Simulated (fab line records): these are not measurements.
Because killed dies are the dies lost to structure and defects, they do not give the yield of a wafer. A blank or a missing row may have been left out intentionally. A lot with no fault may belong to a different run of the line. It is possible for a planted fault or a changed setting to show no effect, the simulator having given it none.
Which of the tools did it? | flow nand-harc | Sampling: 24 lots, 72 wafers, 6 of 1302 route steps

WHAT THE GAUGES READ, wafer by wafer
The record holds no reading of a measuring or inspecting step that can be judged against a usual standard deviation.

EACH LOT AND THE TOOL THAT RAN IT (in order: tool; ch and the chambers of the sampled wafers; start)
lot  | NHARC_A_CONTACT_ETCH_125             | NHARC_A_CONTACT_DEP_85          | NHARC_A_CONTACT_ETCH_89                       | NHARC_A_CONTACT_STRIP_26                      | NHARC_A_CONTACT_CVD_19                   | NHARC_A_BLC_ETCH_18
L076 | har-cap-etch-02 ch 0,1, day 22 13:08 | pecvd-02 ch 0,2, day 22 19:01   | rie-diel-03 ch 0,1, no start                  | rie-diel-03 ch 1,2, no start                  | cvd-w-02 ch 0,1, no start                | rie-diel-08 ch 0,1,3, no start
L074 | har-cap-etch-03 ch 0,1, day 22 14:37 | pecvd-04 ch 0,2, day 22 20:08   | rie-diel-03 ch 0,1, no start                  | rie-diel-04 ch 0,2,3, no start                | cvd-w-01 ch 0,1, no start                | rie-diel-08 ch 1,3, no start
L075 | har-cap-etch-03 ch 0,1, day 22 22:02 | pecvd-04 ch 0,1, day 23 03:11   | rie-diel-02 ch 0,2,3, day 23 12:07 or earlier | rie-diel-03 ch 1,2,3, day 23 12:07 or earlier | cvd-w-01 ch 0,1, day 23 12:07 or earlier | rie-diel-08 ch 0,1,2, day 23 12:07
L077 | har-cap-etch-03 ch 0,1, day 23 13:41 | pecvd-02 ch 0,1,2, day 23 21:27 | rie-diel-03 ch 0,1,3, no start                | rie-diel-02 ch 0,1,2, no start                | cvd-w-02 ch 0, no start                  | rie-diel-09 ch 0,1, no start
L078 | har-cap-etch-01 ch 0,1, day 23 14:59 | pecvd-04 ch 0,1,2, day 23 23:11 | rie-diel-04 ch 0,1,2, no start                | rie-diel-04 ch 1,3, no start                  | cvd-w-02 ch 0,1, no start                | rie-diel-09 ch 0,1,2, no start
L079 | har-cap-etch-02 ch 0,1, day 23 17:34 | pecvd-04 ch 0,1,2, day 24 02:47 | rie-diel-02 ch 0,1,3, no start                | rie-diel-03 ch 0,1,2, no start                | cvd-w-02 ch 1, no start                  | rie-diel-06 ch 0,1,3, no start
L082 | har-cap-etch-02 ch 0,1, day 24 09:06 | pecvd-01 ch 0,1, day 24 17:06   | rie-diel-02 ch 0,3, no start                  | rie-diel-03 ch 0,2,3, no start                | cvd-w-01 ch 0,1, no start                | rie-diel-08 ch 0,1,2, no start
L080 | har-cap-etch-03 ch 0,1, day 24 12:34 | pecvd-01 ch 1,2, day 24 20:10   | rie-diel-04 ch 0,1,3, no start                | rie-diel-04 ch 1,2,3, no start                | cvd-w-02 ch 1, no start                  | rie-diel-08 ch 0,1,3, no start
L081 | har-cap-etch-02 ch 0,1, day 24 16:40 | pecvd-01 ch 0,1, day 24 21:54   | rie-diel-04 ch 0,1, no start                  | rie-diel-04 ch 0,2,3, no start                | cvd-w-02 ch 0,1, no start                | rie-diel-09 ch 1,2, no start
L083 | har-cap-etch-03 ch 0,1, day 25 23:54 | pecvd-01 ch 0,2, day 26 06:35   | rie-diel-04 ch 0,2,3, no start                | rie-diel-03 ch 0,1,3, no start                | cvd-w-01 ch 1, no start                  | rie-diel-08 ch 0,2, no start
L084 | har-cap-etch-02 ch 0,1, day 26 13:02 | pecvd-02 ch 0,1, day 26 18:26   | rie-diel-04 ch 1,3, no start                  | rie-diel-03 ch 0,1,3, no start                | cvd-w-01 ch 0,1, no start                | rie-diel-08 ch 0,2,3, no start
L086 | har-cap-etch-03 ch 0,1, day 26 23:31 | pecvd-01 ch 0,1,2, day 27 04:40 | rie-diel-04 ch 0,2,3, no start                | rie-diel-04 ch 0,1,2, no start                | cvd-w-01 ch 0,1, no start                | rie-diel-09 ch 0,2,3, no start
L085 | har-cap-etch-01 ch 0,1, day 27 02:04 | pecvd-01 ch 1,2, day 27 07:56   | rie-diel-02 ch 0,1,3, no start                | rie-diel-04 ch 0,1,2, no start                | cvd-w-01 ch 0,1, no start                | rie-diel-06 ch 0,1,3, no start
L087 | har-cap-etch-01 ch 0,1, day 27 21:12 | pecvd-01 ch 1,2, day 28 03:24   | rie-diel-03 ch 0,2,3, no start                | rie-diel-04 ch 0,2,3, no start                | cvd-w-01 ch 0,1, no start                | rie-diel-08 ch 1,2,3, no start
L089 | har-cap-etch-02 ch 1, day 28 05:07   | pecvd-04 ch 0,1, day 28 10:20   | rie-diel-04 ch 0,2,3, no start                | rie-diel-03 ch 0,1, no start                  | cvd-w-02 ch 0,1, no start                | rie-diel-08 ch 1,2, no start
L088 | har-cap-etch-03 ch 0,1, day 28 12:32 | pecvd-01 ch 0,1, day 28 18:34   | rie-diel-04 ch 1,2, no start                  | rie-diel-04 ch 0,2,3, no start                | cvd-w-02 ch 0,1, no start                | rie-diel-08 ch 0,1,3, no start
L090 | har-cap-etch-03 ch 0,1, day 29 19:02 | pecvd-01 ch 1,2, day 30 00:25   | rie-diel-02 ch 0,1,3, no start                | rie-diel-03 ch 1,2,3, no start                | cvd-w-02 ch 1, no start                  | rie-diel-09 ch 0,2,3, no start
L091 | har-cap-etch-03 ch 0,1, day 30 01:58 | pecvd-04 ch 0,1,2, day 30 10:23 | rie-diel-03 ch 1,2,3, no start                | rie-diel-02 ch 0,1,3, no start                | cvd-w-02 ch 0,1, no start                | rie-diel-06 ch 1,2,3, no start
L092 | har-cap-etch-02 ch 0,1, day 30 03:04 | pecvd-04 ch 0,1,2, day 30 12:11 | rie-diel-02 ch 2,3, no start                  | rie-diel-02 ch 0,2,3, no start                | cvd-w-01 ch 0,1, no start                | rie-diel-06 ch 1,2,3, no start
L093 | har-cap-etch-01 ch 0,1, day 30 08:14 | pecvd-04 ch 0,1, day 30 15:43   | rie-diel-02 ch 0,1,3, no start                | rie-diel-03 ch 1,2, no start                  | cvd-w-02 ch 0,1, no start                | rie-diel-09 ch 1,3, no start
L094 | har-cap-etch-01 ch 0,1, day 30 11:12 | pecvd-04 ch 0,2, day 30 20:40   | rie-diel-02 ch 0,2,3, no start                | rie-diel-04 ch 0,2,3, no start                | cvd-w-01 ch 0,1, no start                | rie-diel-09 ch 0,1,2, no start
L095 | har-cap-etch-03 ch 0,1, day 30 20:46 | pecvd-04 ch 0,2, day 31 01:52   | rie-diel-02 ch 0,2, no start                  | rie-diel-04 ch 0,2,3, no start                | cvd-w-02 ch 0,1, no start                | rie-diel-09 ch 0,1,3, no start
L096 | har-cap-etch-02 ch 0,1, day 30 21:27 | pecvd-04 ch 0,1, day 31 02:37   | rie-diel-04 ch 0,2,3, no start                | rie-diel-03 ch 1,2, no start                  | cvd-w-02 ch 0,1, no start                | rie-diel-09 ch 1,2,3, no start
L097 | har-cap-etch-01 ch 0,1, day 31 08:51 | pecvd-02 ch 0,1,2, day 31 16:06 | rie-diel-04 ch 2,3, no start                  | rie-diel-03 ch 0,1,3, no start                | cvd-w-01 ch 0,1, no start                | rie-diel-09 ch 0,1, no start
- NHARC_A_CONTACT_ETCH_125: etches the open film in C4F8/O2/Ar, time 197 s, target depth 1918 nm.
- NHARC_A_CONTACT_DEP_85: deposits SiON, target thk 60 nm.
- NHARC_A_CONTACT_ETCH_89: etches the open film in N2/H2, target depth 260 nm, time 475.3 s.
- NHARC_A_CONTACT_STRIP_26: strips in O2.
- NHARC_A_CONTACT_CVD_19: deposits W, target thk 300 nm, time 802 s.
- NHARC_A_BLC_ETCH_18: etches the open film in C4F8/O2/Ar, target depth 910 nm.

AS READ BY THE TOOLS THEMSELVES (means over the sampled wafers that have a number; for cases with no such wafer, the mark the record gives instead)
NHARC_A_CONTACT_ETCH_125. Usual: chamber-pressure-mTorr at 20.001 mTorr, with a standard deviation of 0.017.
lot  | tool            | chamber-pressure-mTorr (mTorr) | flag
L076 | har-cap-etch-02 | 19.999                         |
L074 | har-cap-etch-03 | 19.989                         |
L075 | har-cap-etch-03 | 19.997                         |
L077 | har-cap-etch-03 | 19.998                         |
L078 | har-cap-etch-01 | 20.022                         |
L079 | har-cap-etch-02 | 19.987                         |
L082 | har-cap-etch-02 | 20.001                         |
L080 | har-cap-etch-03 | 20.013                         |
L081 | har-cap-etch-02 | 19.992                         |
L083 | har-cap-etch-03 | 19.996                         |
L084 | har-cap-etch-02 | 20.011                         |
L086 | har-cap-etch-03 | 20.017                         |
L085 | har-cap-etch-01 | 20.004                         |
L087 | har-cap-etch-01 | 20.014                         |
L089 | har-cap-etch-02 | 19.990                         |
L088 | har-cap-etch-03 | 20.002                         |
L090 | har-cap-etch-03 | 19.994                         |
L091 | har-cap-etch-03 | 20.006                         |
L092 | har-cap-etch-02 | 19.994                         |
L093 | har-cap-etch-01 | 20.011                         |
L094 | har-cap-etch-01 | 19.983                         |
L095 | har-cap-etch-03 | 20.018                         |
L096 | har-cap-etch-02 | 19.993                         |
L097 | har-cap-etch-01 | 19.992                         |

NHARC_A_CONTACT_DEP_85. Usual: heater-power-w at 735 W, with a standard deviation of 66.
lot  | tool     | heater-power-w (W) | flag
L076 | pecvd-02 | 788                |
L074 | pecvd-04 | 686                |
L075 | pecvd-04 | 756                |
L077 | pecvd-02 | 797                |
L078 | pecvd-04 | 690                |
L079 | pecvd-04 | 705                |
L082 | pecvd-01 | 751                |
L080 | pecvd-01 | 731                |
L081 | pecvd-01 | 728                |
L083 | pecvd-01 | 784                |
L084 | pecvd-02 | 758                |
L086 | pecvd-01 | 728                |
L085 | pecvd-01 | 703                |
L087 | pecvd-01 | 734                |
L089 | pecvd-04 | 724                |
L088 | pecvd-01 | 743                |
L090 | pecvd-01 | 731                |
L091 | pecvd-04 | 697                |
L092 | pecvd-04 | 709                |
L093 | pecvd-04 | 749                |
L094 | pecvd-04 | 660                |
L095 | pecvd-04 | 674                |
L096 | pecvd-04 | 740                |
L097 | pecvd-02 | 753                |

NHARC_A_CONTACT_ETCH_89. Usual: chamber-pressure-mTorr 30.001 mTorr, standard deviation 0.029; drypump-motor-current-A 5.6 A, standard deviation 0.41; oes-product-au 0.999 a.u., standard deviation 0.014; rf-vpp-V 431.2 V, standard deviation 2.8; showerhead-plenum-p-Torr 2.06 Torr, standard deviation 0.1; throttle-valve-pct 14.172 %, standard deviation 0.0088.
lot  | tool        | chamber-pressure-mTorr (mTorr) | drypump-motor-current-A (A) | oes-product-au (a.u.) | rf-vpp-V (V) | showerhead-plenum-p-Torr (Torr) | throttle-valve-pct (%) | flag
L076 | rie-diel-03 | 30.019                         | 5.6                         | 0.985                 | 434.1        | 2.19                            | 14.174                 |
L074 | rie-diel-03 | 30.030                         | 5.6                         | 0.990                 | 435.2        | 2.19                            | 14.169                 |
L075 | rie-diel-02 | 29.992                         | 5.7                         | 1.000                 | 430.2        | 2.01                            | 14.180                 |
L077 | rie-diel-03 | 29.984                         | 5.5                         | 0.987                 | 433.6        | 2.13                            | 14.177                 |
L078 | rie-diel-04 | 29.994                         | 6.0                         | 1.000                 | 431.5        | 2.06                            | 14.183                 |
L079 | rie-diel-02 | 29.992                         | 5.6                         | 1.005                 | 430.6        | 2.04                            | 14.167                 |
L082 | rie-diel-02 | 29.985                         | 5.4                         | 0.990                 | 429.5        | 1.98                            | 14.172                 |
L080 | rie-diel-04 | 29.984                         | 5.7                         | 0.992                 | 430.4        | 2.00                            | 14.169                 |
L081 | rie-diel-04 | 30.007                         | 6.1                         | 1.002                 | 429.3        | 1.99                            | 14.158                 |
L083 | rie-diel-04 | 29.993                         | 5.5                         | 0.998                 | 429.4        | 2.00                            | 14.173                 |
L084 | rie-diel-04 | 30.010                         | 5.7                         | 0.989                 | 431.1        | 2.07                            | 14.168                 |
L086 | rie-diel-04 | 30.013                         | 5.5                         | 1.004                 | 428.6        | 1.99                            | 14.164                 |
L085 | rie-diel-02 | 29.996                         | 5.5                         | 0.993                 | 433.0        | 2.14                            | 14.167                 |
L087 | rie-diel-03 | 30.026                         | 5.4                         | 0.999                 | 431.8        | 2.08                            | 14.170                 |
L089 | rie-diel-04 | 29.987                         | 5.5                         | 1.010                 | 429.8        | 1.99                            | 14.182                 |
L088 | rie-diel-04 | 29.986                         | 5.8                         | 1.006                 | 433.3        | 2.12                            | 14.179                 |
L090 | rie-diel-02 | 29.994                         | 5.5                         | 0.991                 | 433.0        | 2.13                            | 14.170                 |
L091 | rie-diel-03 | 30.013                         | 5.7                         | 1.003                 | 430.7        | 2.06                            | 14.181                 |
L092 | rie-diel-02 | 30.006                         | 5.7                         | 1.015                 | 431.2        | 2.06                            | 14.175                 |
L093 | rie-diel-02 | 30.004                         | 5.5                         | 0.991                 | 432.8        | 2.13                            | 14.171                 |
L094 | rie-diel-02 | 30.003                         | 5.7                         | 1.002                 | 432.0        | 2.10                            | 14.178                 |
L095 | rie-diel-02 | 29.997                         | 5.8                         | 0.984                 | 434.4        | 2.16                            | 14.169                 |
L096 | rie-diel-04 | 29.989                         | 5.5                         | 0.997                 | 428.9        | 1.99                            | 14.171                 |
L097 | rie-diel-04 | 30.039                         | 5.1                         | 0.992                 | 430.0        | 2.00                            | 14.173                 |

NHARC_A_CONTACT_STRIP_26. Usual: chamber-pressure-mTorr 60.00 mTorr, standard deviation 0.062; drypump-motor-current-A 5.6 A, standard deviation 0.42; oes-product-au 0.995 a.u., standard deviation 0.014; rf-vpp-V 57.8 V, standard deviation 0.89; showerhead-plenum-p-Torr 3.57 Torr, standard deviation 0.16; throttle-valve-pct 17.036 %, standard deviation 0.0089.
lot  | tool        | chamber-pressure-mTorr (mTorr) | drypump-motor-current-A (A) | oes-product-au (a.u.) | rf-vpp-V (V) | showerhead-plenum-p-Torr (Torr) | throttle-valve-pct (%) | flag
L076 | rie-diel-03 | 60.05                          | 5.7                         | 0.994                 | 58.1         | 3.69                            | 17.046                 |
L074 | rie-diel-04 | 60.05                          | 5.5                         | 1.001                 | 57.6         | 3.47                            | 17.023                 |
L075 | rie-diel-03 | 59.97                          | 5.6                         | 0.993                 | 58.6         | 3.59                            | 17.043                 |
L077 | rie-diel-02 | 60.02                          | 5.8                         | 1.008                 | 57.6         | 3.56                            | 17.033                 |
L078 | rie-diel-04 | 59.99                          | 5.3                         | 0.980                 | 56.8         | 3.48                            | 17.038                 |
L079 | rie-diel-03 | 60.01                          | 5.5                         | 0.985                 | 58.4         | 3.69                            | 17.037                 |
L082 | rie-diel-03 | 59.97                          | 5.4                         | 1.000                 | 57.1         | 3.60                            | 17.046                 |
L080 | rie-diel-04 | 60.04                          | 5.5                         | 0.992                 | 58.3         | 3.57                            | 17.037                 |
L081 | rie-diel-04 | 60.05                          | 5.5                         | 0.992                 | 57.2         | 3.46                            | 17.030                 |
L083 | rie-diel-03 | 60.02                          | 5.6                         | 0.992                 | 57.6         | 3.66                            | 17.039                 |
L084 | rie-diel-03 | 60.06                          | 5.5                         | 0.988                 | 57.9         | 3.66                            | 17.044                 |
L086 | rie-diel-04 | 59.97                          | 6.0                         | 0.999                 | 58.0         | 3.56                            | 17.025                 |
L085 | rie-diel-04 | 59.98                          | 6.0                         | 0.990                 | 57.4         | 3.56                            | 17.038                 |
L087 | rie-diel-04 | 60.02                          | 5.6                         | 1.003                 | 57.3         | 3.46                            | 17.035                 |
L089 | rie-diel-03 | 60.00                          | 5.7                         | 0.998                 | 58.0         | 3.75                            | 17.033                 |
L088 | rie-diel-04 | 60.02                          | 5.5                         | 1.007                 | 56.9         | 3.46                            | 17.029                 |
L090 | rie-diel-03 | 60.06                          | 5.6                         | 1.008                 | 57.9         | 3.57                            | 17.028                 |
L091 | rie-diel-02 | 59.99                          | 5.6                         | 0.992                 | 57.7         | 3.67                            | 17.039                 |
L092 | rie-diel-02 | 59.99                          | 5.6                         | 1.003                 | 58.6         | 3.62                            | 17.036                 |
L093 | rie-diel-03 | 59.94                          | 5.7                         | 0.997                 | 57.4         | 3.66                            | 17.041                 |
L094 | rie-diel-04 | 59.99                          | 5.5                         | 0.995                 | 56.9         | 3.45                            | 17.037                 |
L095 | rie-diel-04 | 60.04                          | 5.5                         | 1.003                 | 57.5         | 3.45                            | 17.037                 |
L096 | rie-diel-03 | 60.02                          | 5.5                         | 0.986                 | 57.7         | 3.58                            | 17.025                 |
L097 | rie-diel-03 | 60.01                          | 5.6                         | 1.003                 | 58.1         | 3.64                            | 17.033                 |

NHARC_A_CONTACT_CVD_19. Usual: heater-power-w 434 W, standard deviation 29; throttle-valve-pct 7.83 %, standard deviation 0.2.
lot  | tool     | heater-power-w (W) | throttle-valve-pct (%) | flag
L076 | cvd-w-02 | 441                | 7.91                   |
L074 | cvd-w-01 | 406                | 7.79                   |
L075 | cvd-w-01 | 425                | 7.76                   |
L077 | cvd-w-02 | 441                | 7.92                   |
L078 | cvd-w-02 | 447                | 7.92                   |
L079 | cvd-w-02 | 444                | 7.98                   |
L082 | cvd-w-01 | 429                | 7.65                   |
L080 | cvd-w-02 | 454                | 7.96                   |
L081 | cvd-w-02 | 450                | 7.87                   |
L083 | cvd-w-01 | 455                | 7.73                   |
L084 | cvd-w-01 | 436                | 7.62                   |
L086 | cvd-w-01 | 432                | 7.71                   |
L085 | cvd-w-01 | 424                | 7.60                   |
L087 | cvd-w-01 | 430                | 7.74                   |
L089 | cvd-w-02 | 447                | 8.00                   |
L088 | cvd-w-02 | 457                | 8.13                   |
L090 | cvd-w-02 | 456                | 8.03                   |
L091 | cvd-w-02 | 454                | 7.96                   |
L092 | cvd-w-01 | 400                | 7.82                   |
L093 | cvd-w-02 | 448                | 7.87                   |
L094 | cvd-w-01 | 407                | 7.79                   |
L095 | cvd-w-02 | 448                | 7.87                   |
L096 | cvd-w-02 | 448                | 8.08                   |
L097 | cvd-w-01 | 423                | 7.76                   |

NHARC_A_BLC_ETCH_18. Usual: chamber-pressure-mTorr 24.999 mTorr, standard deviation 0.024; oes-product-au 0.948 a.u., standard deviation 0.026; rf-vpp-V 977 V, standard deviation 5.3.
lot  | tool        | chamber-pressure-mTorr (mTorr) | oes-product-au (a.u.) | rf-vpp-V (V) | flag
L076 | rie-diel-08 | 24.960                         | 0.921                 | 976          |
L074 | rie-diel-08 | 24.999                         | 0.968                 | 975          |
L075 | rie-diel-08 | 25.001                         | 0.989                 | 979          |
L077 | rie-diel-09 | 24.987                         | 0.958                 | 972          |
L078 | rie-diel-09 | 25.022                         | 0.963                 | 973          |
L079 | rie-diel-06 | 25.008                         | 0.969                 | 980          |
L082 | rie-diel-08 | 24.990                         | 0.972                 | 979          |
L080 | rie-diel-08 | 24.988                         | 0.915                 | 976          |
L081 | rie-diel-09 | 24.999                         | 0.937                 | 971          |
L083 | rie-diel-08 | 25.019                         | 0.972                 | 980          |
L084 | rie-diel-08 | 24.978                         | 0.910                 | 980          |
L086 | rie-diel-09 | 24.997                         | 0.941                 | 978          |
L085 | rie-diel-06 | 24.990                         | 0.920                 | 980          |
L087 | rie-diel-08 | 25.002                         | 0.927                 | 977          |
L089 | rie-diel-08 | 25.002                         | 0.931                 | 982          |
L088 | rie-diel-08 | 25.012                         | 0.909                 | 975          |
L090 | rie-diel-09 | 25.000                         | 0.938                 | 978          |
L091 | rie-diel-06 | 25.015                         | 0.954                 | 974          |
L092 | rie-diel-06 | 25.006                         | 0.960                 | 975          |
L093 | rie-diel-09 | 25.016                         | 0.975                 | 979          |
L094 | rie-diel-09 | 24.983                         | 0.974                 | 971          |
L095 | rie-diel-09 | 25.021                         | 0.970                 | 975          |
L096 | rie-diel-09 | 24.999                         | 0.968                 | 977          |
L097 | rie-diel-09 | 24.992                         | 0.954                 | 972          |

THE ANSWER, worked out from the rows above alone
Rule: a lot is off if the mean of its wafers that have a number lies more than 3 standard deviations from the usual mean. Also off: a lot with no number at a reading for which 4 or more lots have one. All remaining lots with rows at the step are treated as sound. The gauges are gone through in route order, then the tools' own readings, and for those a lot's mean is taken as printed above. The first step at which some lot is off is used, and at that step the reading that is off furthest; a lot without a number counts as furthest.
No lot is off on any of the readings shown, so nothing can be concluded from this.

WHAT THE SIMULATOR PUT IN
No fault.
